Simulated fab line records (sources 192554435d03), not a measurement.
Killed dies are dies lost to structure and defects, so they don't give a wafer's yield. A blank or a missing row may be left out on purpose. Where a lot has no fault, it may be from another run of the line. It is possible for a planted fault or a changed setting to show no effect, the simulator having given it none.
fab line records + flow n5-finfet + part 2 of 2: steps 5 to 6 of 6
record
- lots=23
- wafers=69
- last-day=17
route steps=1938 shown BEOL_M8@1354 BEOL_M9@1401
lots that met no fault: from a run of the same line without faults
start-h: the number of hours between the record's first day and the start of the first shown wafer of the lot + wait-h: time in hours since the lot's previous step + " the same as in the row above + L1.1+2: a row that stands for several wafers + - either no value or no given start + * or withheld: withheld + < > ~ a bound
route shown NAME@n: names a module that has steps shown in the file, with the first one's number in the route + usual: mean/standard deviation of fault-free wafers + same: alike in all rows + chamber/n: place in a boat + sites: readings site by site + _std_site: the values' standard deviation + _edge_site: the outer-site mean with the inner-site mean subtracted + radius-mm: for every site, how far away it sits from the centre of the wafer + mask NAME#n: copy n + behind: the most recent tool/chamber to have shaped the wafer + hold: why the lot was held/for how many hours/how that ended + device: the transistor (n, p or np) that didn't switch + end of line: the tests these same wafers got at the end of their route + a step given without rows: its recipe and nothing more + killed: at the first sort, the dies lost to defects and structure; wafer yield is something else + map: dies across one wafer; x = killed, . = not, _ = none there
set.NAME: the setting the step ran with; set.NAME@STEP: the setting that earlier step ran with + model.NAME: the simulator's own value behind a step, which no gauge read
a sample of lots followed through the steps of the route, with each step as a table and each wafer as a row
services: a tool's chamber out of use, with start hour (start-h, from the record's first day; less than 0 if before it), hours out, and reason
## steps
# step N5_BEOL_M9_THK_MEAS_01
# recipe
- reads=SiCOH_lowk_of_BEOL_M9_ILD_DEP_00
# usual
- M9_ILD_THK=266/3.9
| lot.wafer | tool          | chamber | start-h | wait-h | M9_ILD_THK[nm] |
|-----------|---------------|---------|---------|--------|----------------|
| L074.2    | film-metro-02 | -       | 214.53  | 0.4    | 267            |
| L074.3    | "             | -       | "       | "      | 267            |
| L074.6    | "             | -       | "       | "      | 266            |
| L075.1    | film-metro-02 | -       | 220.76  | 0.8    | 267            |
| L075.4    | "             | -       | "       | "      | 271            |
| L075.6    | "             | -       | "       | "      | 274            |
| L076.1    | film-metro-01 | -       | 227.77  | 0.4    | 265            |
| L076.3    | "             | -       | "       | "      | 268            |
| L076.5    | "             | -       | "       | "      | 266            |
| L078.2    | film-metro-02 | -       | 229.68  | 0.4    | 262            |
| L078.3    | "             | -       | "       | "      | 262            |
| L078.6    | "             | -       | "       | "      | 267            |
| L077.2    | film-metro-02 | -       | 230.43  | 0.4    | 266            |
| L077.3    | "             | -       | "       | "      | 272            |
| L077.4    | "             | -       | "       | "      | 267            |
| L079.1    | film-metro-01 | -       | 247.27  | 0.4    | 263            |
| L079.4    | "             | -       | "       | "      | 266            |
| L079.6    | "             | -       | "       | "      | 267            |
| L080.1    | film-metro-01 | -       | 255.56  | 0.4    | 264            |
| L080.4    | "             | -       | "       | "      | 267            |
| L080.5    | "             | -       | "       | "      | 268            |
| L082.1    | film-metro-02 | -       | 258.71  | 0.4    | 264            |
| L082.2    | "             | -       | "       | "      | 267            |
| L082.5    | "             | -       | "       | "      | 270            |
| L081.1    | film-metro-01 | -       | 258.91  | 0.4    | 259            |
| L081.4    | "             | -       | "       | "      | 265            |
| L081.5    | "             | -       | "       | "      | 259            |
| L083.3    | film-metro-01 | -       | 260.33  | 0.3    | 261            |
| L083.4    | "             | -       | "       | "      | 263            |
| L083.6    | "             | -       | "       | "      | 265            |
| L084.2    | film-metro-01 | -       | 260.87  | 0.4    | 260            |
| L084.3    | "             | -       | "       | "      | 260            |
| L084.5    | "             | -       | "       | "      | 264            |
| L085.3    | film-metro-01 | -       | 282.29  | 0.3    | 269            |
| L085.4    | "             | -       | "       | "      | 274            |
| L085.5    | "             | -       | "       | "      | 269            |
| L086.3    | film-metro-02 | -       | 288.86  | 0.3    | 264            |
| L086.5    | "             | -       | "       | "      | 268            |
| L086.6    | "             | -       | "       | "      | 269            |
| L089.3    | film-metro-02 | -       | 298.18  | 0.3    | 265            |
| L089.5    | "             | -       | "       | "      | 272            |
| L089.6    | "             | -       | "       | "      | 269            |
| L088.1    | film-metro-01 | -       | 307.76  | 0.4    | 266            |
| L088.2    | "             | -       | "       | "      | 267            |
| L088.4    | "             | -       | "       | "      | 270            |
| L087.2    | film-metro-01 | -       | 314.28  | 0.4    | 262            |
| L087.3    | "             | -       | "       | "      | 269            |
| L087.5    | "             | -       | "       | "      | 266            |
| L090.1    | film-metro-02 | -       | 317.11  | 0.8    | 261            |
| L090.5    | "             | -       | "       | "      | 266            |
| L090.6    | "             | -       | "       | "      | 263            |
| L092.1    | film-metro-02 | -       | 324.96  | 0.4    | 264            |
| L092.2    | "             | -       | "       | "      | 259            |
| L092.4    | "             | -       | "       | "      | 268            |
| L094.1    | film-metro-02 | -       | 332.71  | 0.4    | 265            |
| L094.3    | "             | -       | "       | "      | 261            |
| L094.4    | "             | -       | "       | "      | 268            |
| L093.1    | film-metro-02 | -       | 336.07  | 0.4    | 264            |
| L093.3    | "             | -       | "       | "      | 265            |
| L093.5    | "             | -       | "       | "      | 268            |
| L091.1    | film-metro-01 | -       | 338.11  | 0.4    | 257            |
| L091.2    | "             | -       | "       | "      | 261            |
| L091.4    | "             | -       | "       | "      | 267            |
| L095.3    | film-metro-01 | -       | 338.78  | 0.3    | 266            |
| L095.4    | "             | -       | "       | "      | 267            |
| L095.6    | "             | -       | "       | "      | 271            |
| L097.3    | film-metro-01 | -       | 351.63  | 0.3    | 267            |
| L097.5    | "             | -       | "       | "      | 276            |
| L097.6    | "             | -       | "       | "      | 272            |
# step N5_BEOL_M9_STRIP_67
# recipe
- chemistry=CF4
- resist=SiARC
- power-w=300
- bias-power-w=75
- pressure-mtorr=50
- cf4-flow-sccm=150
- rf-frequency-hz=6e+07
# usual
- drypump-motor-current-A=5.7/0.53
- oes-product-au=0.75/0.065
- power-w=300.0/0.92
- rf-vpp-V=270.8/1.4
- showerhead-plenum-p-Torr=1.78/0.047
- throttle-valve-pct=13.76/0.23
| lot.wafer | tool        | chamber | start-h | wait-h | drypump-motor-current-A | oes-product-au | power-w | rf-hours-counter-h | rf-vpp-V | showerhead-plenum-p-Torr | throttle-valve-pct |
|-----------|-------------|---------|---------|--------|-------------------------|----------------|---------|--------------------|----------|--------------------------|--------------------|
| L074.2    | rie-diel-06 | 2       | 215.63  | 0.0    | 6.3                     | 0.70           | 299.1   | 231                | 272.0    | 1.86                     | 14.00              |
| L074.3    | "           | 0       | "       | "      | 6.2                     | 0.79           | 299.9   | 119                | 273.8    | 1.86                     | 13.30              |
| L074.6    | "           | 1       | "       | "      | 5.4                     | 0.72           | 299.8   | -                  | 272.0    | 1.80                     | 14.01              |
| L075.1    | rie-diel-01 | 3       | 221.67  | 0.0    | 5.8                     | 0.73           | 300.6   | 187                | 271.0    | 1.78                     | 13.82              |
| L075.4    | "           | 0       | "       | "      | 5.3                     | 0.82           | 300.0   | 95                 | 271.1    | 1.83                     | 13.59              |
| L075.6    | "           | 2       | "       | "      | 5.8                     | 0.83           | 300.5   | -                  | 270.8    | 1.74                     | 13.51              |
| L076.1    | rie-diel-01 | 0       | 229.19  | 0.0    | 5.3                     | 0.81           | 299.9   | 98                 | 269.9    | 1.83                     | 13.59              |
| L076.3    | "           | 1       | "       | "      | 6.4                     | 0.71           | 301.1   | 226                | 267.7    | 1.71                     | 13.86              |
| L076.5    | "           | 0       | "       | "      | 5.3                     | 0.81           | 301.1   | -                  | 270.6    | 1.83                     | 13.60              |
| L078.2    | rie-diel-06 | 0       | 231.91  | 0.0    | 6.1                     | 0.79           | 298.5   | 123                | 272.0    | 1.86                     | 13.31              |
| L078.3    | "           | 2       | "       | "      | 6.3                     | 0.70           | 300.7   | 236                | 272.5    | 1.86                     | 14.00              |
| L078.6    | "           | 1       | "       | "      | 5.3                     | 0.71           | 298.4   | -                  | 271.3    | 1.80                     | 13.99              |
| L077.2    | rie-diel-05 | 1       | 233.60  | 0.0    | 5.2                     | 0.70           | 299.2   | 199                | 270.9    | 1.79                     | 14.11              |
| L077.3    | "           | 0       | "       | "      | 5.8                     | 0.77           | 300.3   | 135                | 269.0    | 1.72                     | 13.54              |
| L077.4    | "           | 2       | "       | "      | 6.3                     | 0.74           | 301.8   | 158                | 269.5    | 1.80                     | 13.93              |
| L079.1    | rie-diel-05 | 1       | 248.42  | 0.0    | 5.2                     | 0.70           | 300.2   | 204                | 271.7    | 1.79                     | 14.10              |
| L079.4    | "           | 2       | "       | "      | 6.3                     | 0.74           | 300.2   | -                  | 271.9    | 1.80                     | 13.91              |
| L079.6    | "           | 3       | "       | "      | 4.7                     | 0.73           | 298.5   | -                  | 272.6    | 1.77                     | 13.65              |
| L080.1    | rie-diel-05 | 1       | 258.27  | 0.0    | 5.2                     | 0.69           | 298.9   | 206                | 273.8    | 1.79                     | 14.12              |
| L080.4    | "           | 3       | "       | "      | 4.7                     | 0.73           | 299.4   | -                  | 269.9    | 1.77                     | 13.66              |
| L080.5    | "           | 1       | "       | "      | 5.2                     | 0.69           | 299.0   | -                  | 269.8    | 1.79                     | 14.11              |
| L082.1    | rie-diel-06 | 0       | 259.75  | 0.0    | 6.1                     | 0.77           | 301.0   | 132                | 274.3    | 1.85                     | 13.32              |
| L082.2    | "           | 1       | "       | "      | 5.3                     | 0.70           | 300.7   | 190                | 270.6    | 1.80                     | 14.03              |
| L082.5    | "           | 1       | "       | "      | 5.3                     | 0.70           | 300.9   | -                  | 270.8    | 1.80                     | 14.01              |
| L081.1    | rie-diel-05 | 0       | 262.63  | 0.0    | 5.8                     | 0.76           | 300.1   | 140                | 270.1    | 1.72                     | 13.54              |
| L081.4    | "           | 2       | "       | "      | 6.3                     | 0.74           | 300.4   | 168                | 271.0    | 1.79                     | 13.95              |
| L081.5    | "           | 3       | "       | "      | 4.7                     | 0.73           | 298.8   | -                  | 271.7    | 1.77                     | 13.67              |
| L083.3    | rie-diel-05 | 3       | 262.89  | 0.0    | 4.7                     | 0.73           | 301.2   | 198                | 271.6    | 1.77                     | 13.67              |
| L083.4    | "           | 2       | "       | "      | 6.3                     | 0.74           | 298.4   | 168                | 271.6    | 1.79                     | 13.94              |
| L083.6    | "           | 1       | "       | "      | 5.2                     | 0.69           | 299.7   | -                  | 270.1    | 1.79                     | 14.12              |
| L084.2    | rie-diel-05 | 1       | 263.37  | 0.0    | 5.2                     | 0.69           | 300.9   | 209                | 269.5    | 1.79                     | 14.13              |
| L084.3    | "           | 3       | "       | "      | 4.7                     | 0.73           | 299.9   | 198                | 270.0    | 1.77                     | 13.66              |
| L084.5    | "           | 3       | "       | "      | 4.7                     | 0.72           | 299.5   | -                  | 270.1    | 1.77                     | 13.66              |
| L085.3    | rie-diel-05 | 3       | 283.64  | 0.0    | 4.7                     | 0.73           | 300.7   | 204                | 271.7    | 1.77                     | 13.68              |
| L085.4    | "           | 1       | "       | "      | 5.2                     | 0.69           | 299.2   | 216                | 270.3    | 1.79                     | 14.14              |
| L085.5    | "           | 3       | "       | "      | 4.7                     | 0.72           | 299.9   | -                  | 269.9    | 1.77                     | 13.68              |
| L086.3    | rie-diel-01 | 0       | 291.94  | 0.0    | 5.3                     | 0.78           | 301.2   | 117                | 271.2    | 1.82                     | 13.63              |
| L086.5    | "           | 2       | "       | "      | 5.9                     | 0.80           | 300.6   | -                  | 271.3    | 1.74                     | 13.57              |
| L086.6    | "           | 1       | "       | "      | 6.4                     | 0.70           | 300.7   | -                  | 267.4    | 1.70                     | 13.89              |
| L089.3    | rie-diel-05 | 1       | 299.70  | 0.0    | 5.2                     | 0.68           | 300.4   | 221                | 269.1    | 1.79                     | 14.16              |
| L089.5    | "           | 0       | "       | "      | 5.8                     | 0.75           | 299.7   | -                  | 270.5    | 1.72                     | 13.61              |
| L089.6    | "           | 1       | "       | "      | 5.2                     | 0.69           | 300.6   | -                  | 271.5    | 1.79                     | 14.15              |
| L088.1    | rie-diel-06 | 3       | 310.74  | 0.0    | 5.6                     | 0.69           | 299.0   | 235                | 269.6    | 1.70                     | 13.83              |
| L088.2    | "           | 0       | "       | "      | 6.1                     | 0.76           | 299.9   | 149                | 272.7    | 1.85                     | 13.38              |
| L088.4    | "           | 2       | "       | "      | 6.2                     | 1.00           | 299.7   | 1                  | 271.6    | 1.85                     | 13.47              |
| L087.2    | rie-diel-06 | 3       | 315.80  | 0.0    | 5.7                     | 0.69           | 300.9   | 237                | 268.2    | 1.70                     | 13.85              |
| L087.3    | "           | 2       | "       | "      | 6.2                     | 0.97           | 301.7   | 3                  | 272.1    | 1.85                     | 13.46              |
| L087.5    | "           | 2       | "       | "      | 6.2                     | 0.97           | 300.3   | -                  | 271.0    | 1.85                     | 13.47              |
| L090.1    | rie-diel-06 | 2       | 318.15  | 0.0    | 6.3                     | 0.97           | 298.8   | 3                  | 272.2    | 1.85                     | 13.47              |
| L090.5    | "           | 0       | "       | "      | 6.1                     | 0.76           | 298.8   | -                  | 271.0    | 1.85                     | 13.37              |
| L090.6    | "           | 1       | "       | "      | 5.4                     | 0.70           | 299.5   | -                  | 270.7    | 1.79                     | 14.09              |
| L092.1    | rie-diel-01 | 0       | 327.24  | 0.0    | 5.3                     | 0.78           | 300.4   | 125                | 273.0    | 1.82                     | 13.67              |
| L092.2    | "           | 3       | "       | "      | 5.7                     | 0.71           | 299.9   | 220                | 270.8    | 1.78                     | 13.88              |
| L092.4    | "           | 2       | "       | "      | 5.9                     | 0.79           | 301.0   | -                  | 271.0    | 1.73                     | 13.58              |
| L094.1    | rie-diel-01 | 2       | 335.83  | 0.0    | 5.8                     | 0.78           | 300.3   | 110                | 269.0    | 1.73                     | 13.61              |
| L094.3    | "           | 0       | "       | "      | 5.3                     | 0.78           | 299.1   | 128                | 270.7    | 1.82                     | 13.65              |
| L094.4    | "           | 0       | "       | "      | 5.3                     | 0.78           | 299.0   | -                  | 272.2    | 1.82                     | 13.65              |
| L093.1    | rie-diel-06 | 3       | 337.54  | 0.0    | 5.6                     | 0.69           | 299.5   | 245                | 267.9    | 1.70                     | 13.88              |
| L093.3    | "           | 0       | "       | "      | 6.2                     | 0.76           | 299.2   | 159                | 272.3    | 1.85                     | 13.39              |
| L093.5    | "           | 2       | "       | "      | 6.2                     | 0.94           | 300.4   | -                  | 273.0    | 1.85                     | 13.49              |
| L091.1    | rie-diel-01 | 0       | 339.88  | 0.0    | 5.3                     | 0.78           | 300.6   | 130                | 271.6    | 1.82                     | 13.66              |
| L091.2    | "           | 2       | "       | "      | 5.9                     | 0.78           | 301.1   | 112                | 269.1    | 1.73                     | 13.60              |
| L091.4    | "           | 3       | "       | "      | 5.7                     | 0.70           | 301.6   | -                  | 271.4    | 1.77                     | 13.87              |
| L095.3    | rie-diel-05 | 3       | 340.43  | 0.0    | 4.7                     | 0.71           | 301.0   | 222                | 271.7    | 1.76                     | 13.73              |
| L095.4    | "           | 0       | "       | "      | 5.8                     | 0.74           | 299.3   | 165                | 270.9    | 1.72                     | 13.61              |
| L095.6    | "           | 3       | "       | "      | 4.7                     | 0.71           | 299.7   | -                  | 271.4    | 1.76                     | 13.73              |
| L097.3    | rie-diel-01 | 2       | 355.74  | 0.0    | 5.9                     | 0.78           | 299.1   | 117                | 271.4    | 1.73                     | 13.60              |
| L097.5    | "           | 3       | "       | "      | 5.7                     | 0.71           | 299.5   | -                  | 271.2    | 1.77                     | 13.91              |
| L097.6    | "           | 0       | "       | "      | 5.3                     | 0.77           | 297.9   | -                  | 271.0    | 1.81                     | 13.69              |
## services
| tool        | chamber | start-h | hours | kind                          |
|-------------|---------|---------|-------|-------------------------------|
| rie-diel-02 | 1       | 186.80  | 2.4   | repair                        |
| rie-diel-02 | 0       | 218.61  | 13.5  | repair                        |
| rie-diel-04 | 3       | 229.55  | 4.3   | repair                        |
| rie-diel-06 | 1       | 239.83  | 1.3   | repair                        |
| rie-diel-05 | 0       | 244.70  | 16.5  | repair                        |
| rie-diel-03 | 1       | 249.80  | -     | clean                         |
| rie-diel-03 | 1       | 249.80  | -     | consumable-replace:focus-ring |
| rie-diel-03 | 1       | 249.80  | 19.8  | scheduled-down                |
| rie-diel-03 | 1       | 249.80  | 19.8  | vent-cycle                    |
| pecvd-01    | -       | 250.03  | 3.0   | repair                        |
| pecvd-01    | -       | 262.76  | 8.9   | repair                        |
| rie-diel-03 | 2       | 280.67  | 4.3   | repair                        |
| rie-diel-02 | 1       | 282.03  | -     | clean                         |
| rie-diel-02 | 1       | 282.03  | -     | consumable-replace:focus-ring |
| rie-diel-02 | 1       | 282.03  | 19.3  | scheduled-down                |
| rie-diel-02 | 1       | 282.03  | 19.3  | vent-cycle                    |
| rie-diel-05 | 3       | 289.73  | 3.8   | repair                        |
| rie-diel-03 | 0       | 298.30  | 15.4  | repair                        |
| rie-diel-01 | 0       | 319.60  | 5.4   | repair                        |
| rie-diel-02 | 2       | 324.37  | 9.4   | repair                        |
| rie-diel-06 | 1       | 325.20  | 24.4  | repair                        |
| rie-diel-03 | 1       | 329.91  | 16.6  | repair                        |
| rie-diel-05 | 0       | 330.30  | 1.4   | repair                        |
| rie-diel-06 | -       | 339.26  | 2.8   | pm                            |
